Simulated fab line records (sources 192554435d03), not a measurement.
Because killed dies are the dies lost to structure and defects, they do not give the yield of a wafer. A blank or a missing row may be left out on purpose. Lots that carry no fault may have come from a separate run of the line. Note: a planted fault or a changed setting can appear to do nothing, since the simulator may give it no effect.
The tool behind it: which one? ; flow n5 finfet ; 24 lots, 72 wafers sampled, at 6 steps of a route of 1938

WHAT THE GAUGES SHOWED, per wafer
N5_HKMG_FIN_OVL_MEAS_50. Usual: for NDIPOLE_OVL the level is 0.2 nm and the standard deviation is 0.79.
lot;measured;on;NDIPOLE_OVL (nm);flag
L074;day 4 03:50;overlay-02;-0.6 -0.1 0.0;
L075;day 4 05:33;overlay-02;-0.2 0.5 0.0;
L076;day 4 16:30;overlay-02;-0.6 -0.3 -0.5;
L077;day 4 23:56;overlay-02;1.6 0.5 1.1;
L078;day 5 03:33;overlay-02;0.4 1.1 0.6;
L079;day 5 07:16;overlay-01;1.0 0.2 1.1;
L080;day 5 10:50;overlay-02;-0.6 -0.1 -1.6;
L081;day 5 21:09;overlay-02;1.0 -0.2 -0.4;
L082;day 6 02:45;overlay-02;0.5 1.0 -0.3;
L083;day 6 09:54;overlay-02;-0.5 -0.2 0.0;
L084;day 6 12:35;overlay-02;-0.5 0.2 -0.1;
L085;day 7 01:50;overlay-01;-0.5 0.6 0.0;
L086;day 7 05:59;overlay-01;1.8 1.0 1.5;
L087;day 7 10:37;overlay-02;-0.7 -1.8 -0.9;
L088;day 7 13:41;overlay-01;1.3 0.0 0.7;
L089;day 7 17:19;overlay-01;1.0 -0.7 0.7;
L090;day 7 22:31;overlay-02;-0.3 0.4 0.7;
L091;day 8 04:29;overlay-02;-0.2 -0.4 -0.3;
L092;day 8 16:59;overlay-02;0.2 0.2 -0.4;
L093;day 8 19:44;overlay-01;-0.1 0.5 -0.3;
L094;day 9 01:11;overlay-02;1.0 -1.0 -0.5;
L095;day 9 12:16;overlay-01;0.0 0.0 0.8;
L096;day 9 17:34;overlay-01;0.6 0.0 1.1;
L097;day 9 18:25;overlay-02;-0.6 -1.2 -0.2;

N5_MOL_CONTACT_COAG_OVL_MEAS_09. Usual: for CA_OVL the level is -0.3 nm and the standard deviation is 0.71.
lot;measured;on;CA_OVL (nm);flag
L074;day 4 23:30;overlay-02;-0.1 -0.1 -1.0;
L075;day 5 03:07;overlay-02;-0.5 -0.5 -0.3;
L076;day 5 08:25;overlay-02;-0.1 -0.2 -0.4;
L077;day 5 15:29;overlay-02;1.1 0.9 0.3;
L078;day 5 18:50;overlay-01;0.8 0.8 1.1;
L079;day 5 22:44;overlay-02;0.0 -0.5 -0.6;
L080;day 6 02:55;overlay-02;-0.7 0.2 0.2;
L081;day 6 12:58;overlay-02;-0.2 -0.1 -0.3;
L082;day 6 18:22;overlay-02;-0.2 -0.7 -0.3;
L083;day 7 02:25;overlay-01;0.5 0.1 0.5;
L084;day 7 04:25;overlay-01;-1.5 -2.5 -2.2;
L085;day 7 18:34;overlay-01;-0.3 0.2 -0.2;
L086;day 7 22:06;overlay-01;-0.1 0.1 0.2;
L087;day 8 02:35;overlay-01;1.6 0.6 -0.3;
L088;day 8 06:05;overlay-01;0.5 -0.7 -0.6;
L089;day 8 09:34;overlay-01;-1.2 -0.5 -0.6;
L090;day 8 14:49;overlay-02;-0.7 -0.1 -0.1;
L091;day 8 21:46;overlay-02;-0.2 0.1 0.3;
L092;day 9 09:00;overlay-02;-1.3 -0.8 -1.6;
L093;day 9 12:14;overlay-02;-0.4 -0.8 -1.3;
L094;day 9 18:31;overlay-01;0.7 0.3 0.5;
L095;day 10 04:38;overlay-02;-0.5 -1.2 -0.8;
L096;day 10 09:13;overlay-01;-0.6 -0.1 -0.8;
L097;day 10 10:05;overlay-02;0.4 -0.7 0.1;

TOOL THAT RAN EACH LOT (tool first, then ch and the chambers of the sampled wafers, then the start)
lot;N5_HKMG_FIN_ALD_79;N5_GATE_CUT_SAC_CAP_01;N5_GATE_CUT_HM_OPEN_40;N5_GATE_CUT_CUT_ETCH_54
L074;ald metal-02 ch 0,1,2, day 4 05:16;ald sin-02 ch 1,2,3, day 4 12:22;rie diel-01 ch 0,1,2, day 4 15:51;rie metal-03 ch 0,1, day 4 16:09
L075;ald metal-02 ch 1,2, day 4 06:58;ald sin-02 ch 1,2,3, day 4 17:38;rie diel-03 ch 0,1, day 4 20:53;rie metal-01 ch 0,1, day 4 21:11
L076;ald metal-04 ch 0,2,3, day 4 17:55;ald sin-02 ch 1,2, day 5 01:35;rie diel-03 ch 0,1, day 5 04:53;rie metal-02 ch 1, day 5 05:11
L077;ald metal-01 ch 0,1,2, day 5 01:28;ald sin-01 ch 0,1,2, day 5 08:43;rie diel-01 ch 0,1,2, day 5 11:57;rie metal-02 ch 0,1, day 5 12:14
L078;ald metal-01 ch 2,3, day 5 05:02;ald sin-04 ch 1,2, day 5 12:04;rie diel-03 ch 0,1,2, day 5 15:17;rie metal-03 ch 0,1, day 5 15:36
L079;ald metal-01 ch 0,3, day 5 08:44;ald sin-01 ch 0,2, day 5 15:55;rie diel-03 ch 1,2,3, day 5 19:08;rie metal-02 ch 0,1, day 5 19:26
L080;ald metal-02 ch 0,2,3, day 5 12:19;ald sin-02 ch 0,1,3, day 5 19:46;rie diel-03 ch 0,2,3, day 5 23:08;rie metal-01 ch 0,1, day 5 23:25
L081;ald metal-04 ch 0,2,3, day 5 22:35;ald sin-04 ch 0,1,3, day 6 06:02;rie diel-01 ch 1,3, day 6 09:22;rie metal-01 ch 0, day 6 09:40
L082;ald metal-02 ch 1,2, day 6 04:34;ald sin-04 ch 1,2,3, day 6 11:36;rie diel-03 ch 0,1,3, day 6 14:49;rie metal-02 ch 0,1, day 6 15:07
L083;ald metal-04 ch 1,3, day 6 11:20;ald sin-04 ch 0,3, day 6 18:31;rie diel-01 ch 0,1,2, day 6 22:17;rie metal-02 ch 0,1, day 6 22:35
L084;ald metal-04 ch 1,3, day 6 14:01;ald sin-01 ch 0,2, day 6 21:32;rie diel-03 ch 0,3, day 7 00:45;rie metal-03 ch 0,1, day 7 01:02
L085;ald metal-04 ch 2,3, day 7 03:20;ald sin-01 ch 0,1, day 7 11:26;rie diel-03 ch 0,2,3, day 7 14:41;rie metal-02 ch 0, day 7 15:04
L086;ald metal-02 ch 1,2, day 7 08:02;ald sin-02 ch 1,3, day 7 15:18;rie diel-03 ch 0,3, day 7 18:34;rie metal-01 ch 1, day 7 18:52
L087;ald metal-02 ch 1,2,3, day 7 12:03;ald sin-02 ch 0,1,2, day 7 19:43;rie diel-03 ch 0,2,3, day 7 22:56;rie metal-02 ch 0,1, day 7 23:13
L088;ald metal-04 ch 0,1,3, day 7 15:08;ald sin-04 ch 0,2,3, day 7 23:18;rie diel-06 ch 0,1,2, day 8 02:33;rie metal-03 ch 0,1, day 8 02:50
L089;ald metal-04 ch 0,2,3, day 7 18:56;ald sin-02 ch 0,1,3, day 8 02:22;rie diel-03 ch 0,1,2, day 8 05:55;rie metal-03 ch 0,1, day 8 06:13
L090;ald metal-04 ch 1,2,3, day 8 00:20;ald sin-02 ch 1,3, day 8 07:58;rie diel-03 ch 0,1, day 8 11:12;rie metal-03 ch 0,1, day 8 11:29
L091;ald metal-02 ch 0,2, day 8 05:55;ald sin-01 ch 0,2, day 8 14:13;rie diel-06 ch 0,3, day 8 17:34;rie metal-03 ch 0,1, day 8 17:52
L092;ald metal-02 ch 0,1,2, day 8 18:43;ald sin-02 ch 1,3, day 9 02:07;rie diel-06 ch 0,1,3, day 9 05:20;rie metal-01 ch 0,1, day 9 05:38
L093;ald metal-02 ch 1,2, day 8 21:14;ald sin-02 ch 1,2,3, day 9 04:59;rie diel-03 ch 0,1,2, day 9 08:42;rie metal-03 ch 0,1, day 9 08:59
L094;ald metal-01 ch 1,2,3, day 9 02:47;ald sin-01 ch 1,2,3, day 9 11:15;rie diel-03 ch 0,1,2, day 9 14:52;rie metal-03 ch 0,1, day 9 15:09
L095;ald metal-04 ch 0,2,3, day 9 13:43;ald sin-04 ch 0,3, day 9 21:34;rie diel-01 ch 0,1, day 10 00:56;rie metal-03 ch 0,1, day 10 01:15
L096;ald metal-01 ch 0,2,3, day 9 18:59;ald sin-01 ch 1,3, day 10 02:18;rie diel-06 ch 0,1, day 10 05:33;rie metal-03 ch 0, day 10 05:50
L097;ald metal-01 ch 0,1,3, day 9 19:51;ald sin-04 ch 0,1,2, day 10 03:18;rie diel-03 ch 0,1,2, day 10 06:33;rie metal-02 ch 0,1, day 10 06:50
- N5_HKMG_FIN_ALD_79: deposits TiN, target thk 1.5 nm, pulse time 1 s, purge time 3 s.
- N5_GATE_CUT_SAC_CAP_01: material SiNx, target thk 24 nm, pulse time 1 s, ald cycles 480.
- N5_GATE_CUT_HM_OPEN_40: chemistry C4F6/O2, target SiO2, target depth 139 nm, time 85.1 s.
- N5_GATE_CUT_CUT_ETCH_54: etches TiN in Cl2/BCl3, target depth 96.7 nm.

WHAT THE TOOLS THEMSELVES READ (means of the sampled wafers that have a number; where no wafer has one, the mark that the record gives instead)
N5_HKMG_FIN_ALD_79. Usual: heater power w 866 W, standard deviation 71; precursor pulse height rel 0.998, standard deviation 0.021.
lot;tool;heater power w (W);precursor pulse height rel;flag
L074;ald metal-02;845;0.999;
L075;ald metal-02;834;0.986;
L076;ald metal-04;824;0.987;
L077;ald metal-01;956;1.019;
L078;ald metal-01;996;0.978;
L079;ald metal-01;951;1.006;
L080;ald metal-02;896;0.999;
L081;ald metal-04;814;0.985;
L082;ald metal-02;842;1.006;
L083;ald metal-04;823;0.991;
L084;ald metal-04;799;1.012;
L085;ald metal-04;833;0.985;
L086;ald metal-02;846;0.981;
L087;ald metal-02;871;0.975;
L088;ald metal-04;814;0.998;
L089;ald metal-04;833;0.993;
L090;ald metal-04;816;1.003;
L091;ald metal-02;905;0.993;
L092;ald metal-02;856;0.995;
L093;ald metal-02;901;0.995;
L094;ald metal-01;934;1.019;
L095;ald metal-04;813;1.034;
L096;ald metal-01;959;1.000;
L097;ald metal-01;923;0.991;

N5_GATE_CUT_SAC_CAP_01. Usual: heater power w 842 W, standard deviation 81; precursor pulse height rel 1.000, standard deviation 0.021.
lot;tool;heater power w (W);precursor pulse height rel;flag
L074;ald sin-02;805;0.997;
L075;ald sin-02;806;0.984;
L076;ald sin-02;822;1.018;
L077;ald sin-01;960;0.997;
L078;ald sin-04;770;0.979;
L079;ald sin-01;990;0.991;
L080;ald sin-02;824;1.011;
L081;ald sin-04;852;0.989;
L082;ald sin-04;833;1.012;
L083;ald sin-04;849;1.024;
L084;ald sin-01;970;1.009;
L085;ald sin-01;938;1.001;
L086;ald sin-02;805;1.003;
L087;ald sin-02;836;0.988;
L088;ald sin-04;827;1.003;
L089;ald sin-02;834;1.005;
L090;ald sin-02;803;1.011;
L091;ald sin-01;970;1.014;
L092;ald sin-02;792;1.018;
L093;ald sin-02;813;0.998;
L094;ald sin-01;864;1.020;
L095;ald sin-04;844;1.004;
L096;ald sin-01;788;0.988;
L097;ald sin-04;792;0.976;

N5_GATE_CUT_HM_OPEN_40. Usual: C4F6_flow_sccm 10.00 sccm, standard deviation 0.032; drypump motor current A 6.0 A, standard deviation 0.46; etch rf on time s 94.8 s, standard deviation 2.4; oes product au 0.67 a.u., standard deviation 0.048; rf fwd power W 341.9 W, standard deviation 1.2; rf vpp V 669 V, standard deviation 22; showerhead plenum p Torr 2.85 Torr, standard deviation 0.1; throttle valve pct 21.10 %, standard deviation 0.24.
lot;tool;C4F6_flow_sccm (sccm);drypump motor current A (A);etch rf on time s (s);oes product au (a.u.);rf fwd power W (W);rf vpp V (V);showerhead plenum p Torr (Torr);throttle valve pct (%);flag
L074;rie diel-01;10.04;5.5;95.0;0.65;342.8;661;2.91;21.19;
L075;rie diel-03;9.99;6.0;97.1;0.68;342.6;672;2.89;21.26;
L076;rie diel-03;10.03;6.4;96.7;0.66;341.6;663;2.81;21.28;
L077;rie diel-01;9.99;5.5;92.9;0.65;341.3;660;2.91;21.21;
L078;rie diel-03;9.97;6.3;96.0;0.65;341.6;683;2.88;21.19;
L079;rie diel-03;10.02;6.3;95.1;0.67;341.7;675;2.82;21.02;
L080;rie diel-03;10.01;5.9;93.2;0.69;342.2;684;2.90;21.01;
L081;rie diel-01;9.97;5.4;94.9;0.68;340.9;657;2.88;21.29;
L082;rie diel-03;10.03;6.1;91.8;0.68;342.5;664;2.83;21.10;
L083;rie diel-01;10.02;5.5;94.9;0.64;341.9;661;2.91;21.22;
L084;rie diel-03;9.99;5.8;93.5;0.70;343.4;673;2.90;21.10;
L085;rie diel-03;10.00;5.9;97.1;0.67;342.5;683;2.89;21.02;
L086;rie diel-03;10.01;5.8;92.7;0.69;341.3;673;2.90;21.10;
L087;rie diel-03;9.98;5.9;96.4;0.67;341.3;684;2.89;21.03;
L088;rie diel-06;9.98;6.2;91.8;0.71;341.3;660;2.86;21.04;
L089;rie diel-03;9.99;6.3;98.2;0.64;340.8;683;2.87;21.21;
L090;rie diel-03;10.00;6.5;97.0;0.64;341.7;663;2.80;21.31;
L091;rie diel-06;10.05;6.1;93.6;0.70;342.1;635;2.68;20.70;
L092;rie diel-06;10.00;6.3;94.4;0.72;342.7;649;2.80;20.77;
L093;rie diel-03;10.01;6.3;96.3;0.63;341.5;683;2.87;21.22;
L094;rie diel-03;10.00;6.3;93.8;0.63;341.0;683;2.87;21.23;
L095;rie diel-01;10.02;5.5;98.0;0.77;341.9;654;2.89;21.11;
L096;rie diel-06;10.02;6.5;93.1;0.75;341.5;662;2.92;20.86;
L097;rie diel-03;10.01;6.2;98.9;0.63;342.0;684;2.86;21.24;

N5_GATE_CUT_CUT_ETCH_54. Usual: drypump motor current A 5.7 A, standard deviation 0.53; etch rf on time s 37.2 s, standard deviation 1.2; mfc cl2 sccm 53.27 sccm, standard deviation 0.17; oes product au 0.61 a.u., standard deviation 0.064; rf fwd power W 980 W, standard deviation 4.4; throttle valve pct 22.46 %, standard deviation 0.15.
lot;tool;drypump motor current A (A);etch rf on time s (s);mfc cl2 sccm (sccm);oes product au (a.u.);rf fwd power W (W);throttle valve pct (%);flag
L074;rie metal-03;5.6;37.9;53.21;0.63;980;22.37;
L075;rie metal-01;6.0;35.6;53.23;0.66;976;22.52;
L076;rie metal-02;5.8;37.9;53.42;0.52;980;22.40;
L077;rie metal-02;5.3;36.4;53.07;0.56;980;22.60;
L078;rie metal-03;6.0;38.0;53.41;0.61;979;22.35;
L079;rie metal-02;5.4;36.4;53.38;0.56;983;22.60;
L080;rie metal-01;6.0;36.1;53.25;0.65;980;22.54;
L081;rie metal-01;6.1;35.9;53.46;0.66;976;22.67;
L082;rie metal-02;5.6;37.1;53.19;0.54;983;22.50;
L083;rie metal-02;5.6;37.3;53.13;0.54;981;22.50;
L084;rie metal-03;5.6;37.7;53.14;0.62;980;22.37;
L085;rie metal-02;5.1;36.0;53.37;0.57;986;22.71;
L086;rie metal-01;5.8;36.0;53.43;0.62;980;22.27;
L087;rie metal-02;5.6;37.1;53.21;0.77;980;22.48;
L088;rie metal-03;5.6;38.5;53.27;0.61;978;22.39;
L089;rie metal-03;6.0;38.1;53.35;0.60;984;22.36;
L090;rie metal-03;6.0;38.4;53.46;0.60;981;22.36;
L091;rie metal-03;5.6;38.3;53.20;0.61;978;22.39;
L092;rie metal-01;6.0;36.4;53.23;0.63;977;22.57;
L093;rie metal-03;5.6;38.4;53.31;0.61;981;22.40;
L094;rie metal-03;6.1;38.1;53.15;0.59;982;22.37;
L095;rie metal-03;5.6;38.3;53.22;0.61;979;22.39;
L096;rie metal-03;6.4;38.4;53.13;0.58;984;22.35;
L097;rie metal-02;5.3;36.2;53.42;0.65;983;22.60;

THE ANSWER, worked out from the rows above alone
Rule: a lot counts as off when the mean over its wafers that have a number is more than 3 standard deviations away from the usual mean. A lot without any number at a reading at which 4 lots or more have one is off too. Where the step has rows for the other lots, those lots are counted as sound. Order of review: gauges by route order, followed by the tools' own readings, for which a lot's mean as printed above is used. The first step at which some lot is off is used, and at that step the reading that is off furthest; a lot without a number counts as furthest.
None of the lots is off at any reading shown; this tells nothing.

WHAT WAS PUT IN BY THE SIMULATOR
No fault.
